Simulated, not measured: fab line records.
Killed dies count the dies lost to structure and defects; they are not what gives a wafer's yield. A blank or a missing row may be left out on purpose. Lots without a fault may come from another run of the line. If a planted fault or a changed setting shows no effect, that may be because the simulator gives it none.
A lot that was struck, set against a sound lot | flow n5 finfet | 41 steps out of a route of 1938
Sound: these wafers, L384.1, L384.3, L384.4. The struck wafers were L391.1, L391.2, L391.5. Last of all comes the cause.
Order at every step that has rows: each side's tool, ch and its chambers, its first start. Under that, the readings that differ: sound wafers | struck wafers | difference of the means | sigmas: that difference in standard deviations of wafers without a fault.
alike: same words and numbers on both sides, and readings whose means sit less than 2 such deviations apart. not compared: any withheld reading, any reading some wafer has no value for, any bound like >300 that may hide the same value, and any number with overlapping values for which the record gives no deviation.
The two part at a step that has a row with sigmas, a row that says differs or no value, or rows on one side only. Numbers that have no deviation but don't overlap get no sigmas and don't part them. Lack of a reading on every wafer of one side parts them only where that side has two or more wafers.

N5_BEOL_M1_CD_MEAS_35: target cd 18 nm, target cd y 21 nm.
  sound: cd sem-02 at day 7 02:35; struck: cd sem-03 at day 8 16:59
  alike: cd nm
then, 8 steps without rows for these wafers: N5_BEOL_M1_DEGAS_44 (time 60 s); N5_BEOL_M1_PRE_CLEAN_45 (time 30 s); N5_BEOL_M1_ALD_84 (deposits TaN, pulse time 2 s, purge time 3 s, co reactant purge time 2 s); N5_BEOL_M1_SURFACE_TREAT_85; N5_BEOL_M1_CVD_47 (deposits Co from CCTBA/H2, target thk 3 nm, time 223.8 s); N5_BEOL_M1_SPUTTER_48 (material Cu, target thk 4.5 nm, time 8.29 s); N5_BEOL_M1_ANNEAL_49 (time 240 s); N5_BEOL_M1_SPUTTER_79 (material Cu, target thk 4.5 nm, time 8.29 s).
N5_BEOL_M1_ANNEAL_80: time 240 s.
  sound: pvd sputter-01 at day 7 04:22; struck: pvd sputter-02 at day 8 18:07
  alike: heater power w
then, 2 steps without rows for these wafers: N5_BEOL_M1_SPUTTER_81 (material Cu, target thk 4.5 nm, time 8.29 s); N5_BEOL_M1_ANNEAL_82 (time 240 s).
N5_BEOL_M1_SPUTTER_86: material Cu, target thk 4.5 nm, time 8.29 s.
  sound: pvd sputter-01 at day 7 04:44; struck: pvd sputter-02 at day 8 18:28
  alike: chuck gas flow sccm, throttle valve pct
then, 1 step without rows for these wafers: N5_BEOL_M1_ANNEAL_87 (time 240 s).
N5_BEOL_M1_SPUTTER_88: material Cu, target thk 4.5 nm, time 8.29 s.
  sound: pvd sputter-01 at day 7 04:57; struck: pvd sputter-02 at day 8 18:41
  alike: chuck gas flow sccm, throttle valve pct
then, 1 step without rows for these wafers: N5_BEOL_M1_ANNEAL_89 (time 240 s).
N5_BEOL_M1_SPUTTER_90: material Cu, target thk 4.5 nm, time 8.29 s.
  sound: pvd sputter-01 at day 7 05:10; struck: pvd sputter-02 at day 8 18:55
  alike: chuck gas flow sccm, throttle valve pct
then, 1 step without rows for these wafers: N5_BEOL_M1_ANNEAL_91 (time 240 s).
N5_BEOL_M1_SPUTTER_92: material Cu, target thk 4.5 nm, time 8.29 s.
  sound: pvd sputter-01 at day 7 05:23; struck: pvd sputter-02 at day 8 19:08
  alike: chuck gas flow sccm, throttle valve pct
then, 7 steps without rows for these wafers: N5_BEOL_M1_ANNEAL_93 (time 240 s); N5_BEOL_M1_SPUTTER_94 (material Cu, target thk 4.5 nm, time 8.29 s); N5_BEOL_M1_ANNEAL_95 (time 240 s); N5_BEOL_M1_SPUTTER_96 (material Cu, target thk 4.5 nm, time 8.29 s); N5_BEOL_M1_ECD_50 (material Cu, target thk 300 nm); N5_BEOL_M1_ANNEAL_51 (time 90 s); N5_BEOL_M1_CMP_52 (polishes, stops on SiOC, t overpolish 6.8 s, target thk 40 nm).
N5_BEOL_M1_PRE_CLEAN_60: time 15 s.
  sound on cvd co-01 ch 0,2, day 7 06:40; struck on cvd co-02 ch 0,2, day 8 20:23
  alike: heater power w
then, 3 steps without rows for these wafers: N5_BEOL_M1_CO_CAP_55 (material Co, precursor CCTBA/H2, target thk 2 nm, time 102.1 s); N5_BEOL_M1_PRE_CLEAN_56 (time 15 s); N5_BEOL_M1_DEP_57 (deposits SiCN from 3MS/NH3, target thk 8 nm, time 14 s).
N5_BEOL_M1_RS_MEAS_58: measures by four-point-probe.
  sound: film metro-02 at day 7 06:54; struck: film metro-01 at day 8 22:57
  alike: M1_RS
then, 1 step without rows for these wafers: N5_BEOL_M2_ILD_DEP_00 (deposits SiOC from DEMS/O2, target thk 79 nm, time 15.3 s).
N5_BEOL_M2_THK_MEAS_01:
  sound: film metro-02 at day 7 07:02; struck: film metro-01 at day 8 23:05
  alike: M2_ILD_THK
then, 7 steps without rows for these wafers: N5_BEOL_M2_PECVD_72 (deposits SiO2 from TEOS/O2, target thk 16 nm, time 18 s); N5_BEOL_M2_HM_DEP_02 (deposits TiN, target thk 20 nm); N5_BEOL_M2_COAT_61 (time 60 s, resist thk 60 nm); N5_BEOL_M2_COAT_62 (time 60 s, resist thk 12 nm); N5_BEOL_M2_COAT_73 (time 60 s, resist thk 5 nm); N5_BEOL_M2_COAT_05 (resist thk 30 nm); N5_BEOL_M2_EBR_07.
-- record jumps: 6 days separate the struck wafers' starts on either side; left off in module BEOL_M2, taken up again in module PASSIVATION, whose first shown step is the route's number 1936 --
N5_PASSIVATION_PROBE_49:
  rows exist in the record for the struck wafers here (prober-02, day 14 19:35), but not for the sound ones

WHERE THEY PART
Only at N5_PASSIVATION_PROBE_49, as far as this record shows.

WHY: what the simulator had put in
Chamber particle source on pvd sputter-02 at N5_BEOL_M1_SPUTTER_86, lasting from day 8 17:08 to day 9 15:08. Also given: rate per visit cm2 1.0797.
